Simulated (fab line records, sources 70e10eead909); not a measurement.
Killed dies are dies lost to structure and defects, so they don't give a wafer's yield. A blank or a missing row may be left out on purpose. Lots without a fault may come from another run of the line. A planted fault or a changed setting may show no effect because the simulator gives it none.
Chamber matching | flow nand_harc | NHARC_A_CHANNEL_HOLE_D1_ETCH_38 on rie_diel-08: 4 sister chambers
The step etches the open film in CF4, target depth 39 nm, time 65 s. 4 wafers are shown with their chamber, then 7 later ones without.

WAFERS WITH THEIR CHAMBER
wafer  | chamber | showerhead_plenum_p_Torr (Torr)
L086.1 | 1       | 1.79
L086.3 | 2       | 1.72
L092.4 | 0       | 1.65
L092.5 | 3       | 1.66

WAFERS WITHOUT THEIR CHAMBER
wafer  | showerhead_plenum_p_Torr (Torr)
L092.6 | 1.72
L095.1 | 1.72
L095.2 | 1.78
L095.3 | 1.66
L095.4 | 1.65
L095.5 | 1.72
L095.6 | 1.66

WHICH CHAMBER EACH WENT THROUGH
wafer  | from the rows above | in truth
L092.6 | 2                   | 2
L095.1 | 2                   | 2
L095.2 | 1                   | 1
L095.3 | 3                   | 3
L095.4 | 0                   | 0
L095.5 | 2                   | 2
L095.6 | 3                   | 3
Placed correctly: 7 of 7. Can't be placed from these rows: 0. Placed wrongly: 0.
How it was worked out, from the rows above alone: a wafer's distance from a chamber is the root of the sum, over the readings, of the square of ((its reading less the chamber's mean) divided by the reading's scatter). The wafer belongs to the nearest chamber; if the next one is less than 2 further off, it can't be placed. A chamber's mean is the mean of its shown wafers. The scatter: with one shown wafer a chamber, the root of the mean of the squares of how far each hidden wafer lies from its nearest shown one.
